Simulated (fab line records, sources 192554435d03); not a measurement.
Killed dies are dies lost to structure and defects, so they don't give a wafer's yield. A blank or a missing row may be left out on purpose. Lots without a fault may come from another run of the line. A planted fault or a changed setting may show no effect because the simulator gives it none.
Which tool did it? | flow n5_finfet | 13 lots, 39 wafers sampled, at 4 steps of a route of 1938

WHAT THE GAUGES READ, wafer by wafer
The record holds no reading of a measuring or inspecting step that can be judged against a usual standard deviation.

WHICH TOOL RAN EACH LOT (tool, then ch and the chambers of the sampled wafers, then the start)
lot  | N5_BEOL_M5_SPUTTER_48        | N5_PASSIVATION_PRE_CLEAN_19  | N5_PASSIVATION_AL_DEP_21     | N5_PASSIVATION_PROBE_49
L426 | pvd_sputter-02, day 8 04:17  | pvd_sputter-03, day 11 22:59 | pvd_sputter-03, day 11 23:07 | -
L428 | pvd_sputter-02, day 8 11:34  | pvd_sputter-02, day 12 04:44 | pvd_sputter-02, day 12 04:52 | -
L430 | pvd_sputter-01, day 8 20:01  | pvd_sputter-03, day 12 17:07 | pvd_sputter-03, day 12 17:15 | -
L431 | pvd_sputter-02, day 9 09:00  | pvd_sputter-02, day 13 03:52 | pvd_sputter-02, day 13 04:01 | prober-02, day 13 09:32
L432 | pvd_sputter-01, day 9 16:33  | pvd_sputter-02, day 13 13:08 | pvd_sputter-02, day 13 13:17 | prober-02, day 13 18:41
L433 | pvd_sputter-03, day 9 18:56  | pvd_sputter-01, day 13 12:25 | pvd_sputter-01, day 13 12:34 | -
L435 | pvd_sputter-02, day 10 08:43 | pvd_sputter-02, day 14 04:53 | pvd_sputter-02, day 14 05:01 | -
L437 | pvd_sputter-02, day 10 23:01 | pvd_sputter-02, day 14 17:26 | pvd_sputter-02, day 14 17:34 | -
L441 | pvd_sputter-02, day 11 19:40 | pvd_sputter-01, day 15 17:58 | pvd_sputter-01, day 15 18:07 | -
L443 | pvd_sputter-01, day 12 11:59 | pvd_sputter-01, day 15 20:40 | pvd_sputter-01, day 15 20:49 | prober-02, day 16 02:24
L447 | pvd_sputter-02, day 13 13:40 | pvd_sputter-01, day 17 05:30 | pvd_sputter-01, day 17 05:38 | prober-02, day 17 11:22
L448 | pvd_sputter-01, day 13 19:37 | pvd_sputter-03, day 17 05:30 | pvd_sputter-03, day 17 05:38 | -
L449 | pvd_sputter-02, day 14 06:08 | pvd_sputter-03, day 18 04:35 | pvd_sputter-03, day 18 04:44 | prober-02, day 18 10:24
- N5_BEOL_M5_SPUTTER_48: material Cu, target thk 15 nm, time 27.62 s.
- N5_PASSIVATION_PRE_CLEAN_19
- N5_PASSIVATION_AL_DEP_21: deposits Al, target thk 2800 nm, time 170 s.
- N5_PASSIVATION_PROBE_49

WHAT THE TOOLS THEMSELVES READ (means of the sampled wafers that have a number; where no wafer has one, the mark that the record gives instead)
N5_BEOL_M5_SPUTTER_48. Usual: throttle_valve_pct 30.0 %, standard deviation 1.4.
lot  | tool           | throttle_valve_pct (%) | flag
L426 | pvd_sputter-02 | 30.4                   |
L428 | pvd_sputter-02 | 30.3                   |
L430 | pvd_sputter-01 | 28.2                   |
L431 | pvd_sputter-02 | 30.4                   |
L432 | pvd_sputter-01 | 29.5                   |
L433 | pvd_sputter-03 | 30.2                   |
L435 | pvd_sputter-02 | 31.0                   |
L437 | pvd_sputter-02 | 30.3                   |
L441 | pvd_sputter-02 | 31.1                   |
L443 | pvd_sputter-01 | 29.8                   |
L447 | pvd_sputter-02 | 30.4                   |
L448 | pvd_sputter-01 | 30.0                   |
L449 | pvd_sputter-02 | 30.9                   |

N5_PASSIVATION_PRE_CLEAN_19. Usual: heater_power_w 455 W, standard deviation 46.
lot  | tool           | heater_power_w (W) | flag
L426 | pvd_sputter-03 | 420                |
L428 | pvd_sputter-02 | 468                |
L430 | pvd_sputter-03 | 442                |
L431 | pvd_sputter-02 | 514                |
L432 | pvd_sputter-02 | 444                |
L433 | pvd_sputter-01 | 452                |
L435 | pvd_sputter-02 | 477                |
L437 | pvd_sputter-02 | 511                |
L441 | pvd_sputter-01 | 459                |
L443 | pvd_sputter-01 | 449                |
L447 | pvd_sputter-01 | 450                |
L448 | pvd_sputter-03 | 425                |
L449 | pvd_sputter-03 | 427                |

N5_PASSIVATION_AL_DEP_21. Usual: throttle_valve_pct 30.0 %, standard deviation 1.5.
lot  | tool           | throttle_valve_pct (%) | flag
L426 | pvd_sputter-03 | 29.9                   |
L428 | pvd_sputter-02 | 31.3                   |
L430 | pvd_sputter-03 | 29.7                   |
L431 | pvd_sputter-02 | 30.9                   |
L432 | pvd_sputter-02 | 30.8                   |
L433 | pvd_sputter-01 | 29.0                   |
L435 | pvd_sputter-02 | 31.1                   |
L437 | pvd_sputter-02 | 30.9                   |
L441 | pvd_sputter-01 | 30.1                   |
L443 | pvd_sputter-01 | 30.2                   |
L447 | pvd_sputter-01 | 29.0                   |
L448 | pvd_sputter-03 | 30.0                   |
L449 | pvd_sputter-03 | 28.7                   |

N5_PASSIVATION_PROBE_49. Usual: defect_limited_yield 91.0 %, standard deviation 1.4; killed_at_M0_to_M3 36, standard deviation 11; killed_at_M4_up 13, standard deviation 5.4; killed_at_contacts 12, standard deviation 6.4; killed_at_front_end 41, standard deviation 13; killed_at_other 2.9, standard deviation 2.3; killed_dies 106, standard deviation 17; killed_open 70, standard deviation 12; killed_short 34, standard deviation 8.4; sort_bin_4_leakage 0.01 %, standard deviation 0.057; sort_bin_5_function 5.2 %, standard deviation 1; sort_bin_6_memory 3.4 %, standard deviation 0.63; sort_bin_8_speed 0.1 %, standard deviation 0.49; sort_n_pass 1074, standard deviation 18; sort_yield_pct 91.0 %, standard deviation 1.6.
lot  | tool      | defect_limited_yield (%) | killed_at_M0_to_M3 | killed_at_M4_up | killed_at_contacts | killed_at_front_end | killed_at_other | killed_dies | killed_open | killed_short | sort_bin_4_leakage (%) | sort_bin_5_function (%) | sort_bin_6_memory (%) | sort_bin_8_speed (%) | sort_n_pass | sort_yield_pct (%) | flag
L431 | prober-02 | 89.4                     | 30                 | 14              | 11                 | 69                  | 1.3             | 125         | 81          | 41           | 0.00                   | 6.2                     | 3.7                   | 0.0                  | 1055        | 89.4               |
L432 | prober-02 | 92.0                     | 37                 | 12              | 9                  | 33                  | 2.7             | 94          | 64          | 30           | 0.00                   | 4.5                     | 3.1                   | 0.0                  | 1086        | 92.0               |
L443 | prober-02 | 94.0                     | 24                 | 3               | 9                  | 33                  | 2.0             | 71          | 46          | 22           | 0.00                   | 3.4                     | 2.5                   | 0.0                  | 1109        | 94.0               |
L447 | prober-02 | 81.3                     | 22                 | 151             | 8                  | 35                  | 3.7             | 221         | 57          | 19           | 0.00                   | 11.2                    | 3.5                   | 0.0                  | 959         | 81.3               | OFF
L449 | prober-02 | 81.1                     | 33                 | 154             | 4                  | 27                  | 4.0             | 223         | 57          | 23           | 0.00                   | 11.0                    | 4.0                   | 0.0                  | 957         | 81.1               | OFF

THE ANSWER, worked out from the rows above alone
Rule: a lot is off if the mean of its wafers that have a number lies more than 3 standard deviations from the usual mean. A lot without any number at a reading at which 4 lots or more have one is off too. The other lots that the step has rows for count as sound. The gauges are gone through in route order, then the tools' own readings, and for those a lot's mean is taken as printed above. The first step at which some lot is off is used, and at that step the reading that is off furthest; a lot without a number counts as furthest.
Off: L447, L449, at N5_PASSIVATION_PROBE_49 (killed_at_M4_up). Neither off nor sound, because the step has no rows for them: L426, L428, L430, L433, L435, L437, L441, L448.
A tool fits if, at that step or a process step before it, it ran every lot that is off, and no sound lot after the first of them. Can't be told from this: 2 tools fit, pvd_sputter-02 at N5_BEOL_M5_SPUTTER_48, prober-02 at N5_PASSIVATION_PROBE_49.

WHAT THE SIMULATOR HAD PUT IN
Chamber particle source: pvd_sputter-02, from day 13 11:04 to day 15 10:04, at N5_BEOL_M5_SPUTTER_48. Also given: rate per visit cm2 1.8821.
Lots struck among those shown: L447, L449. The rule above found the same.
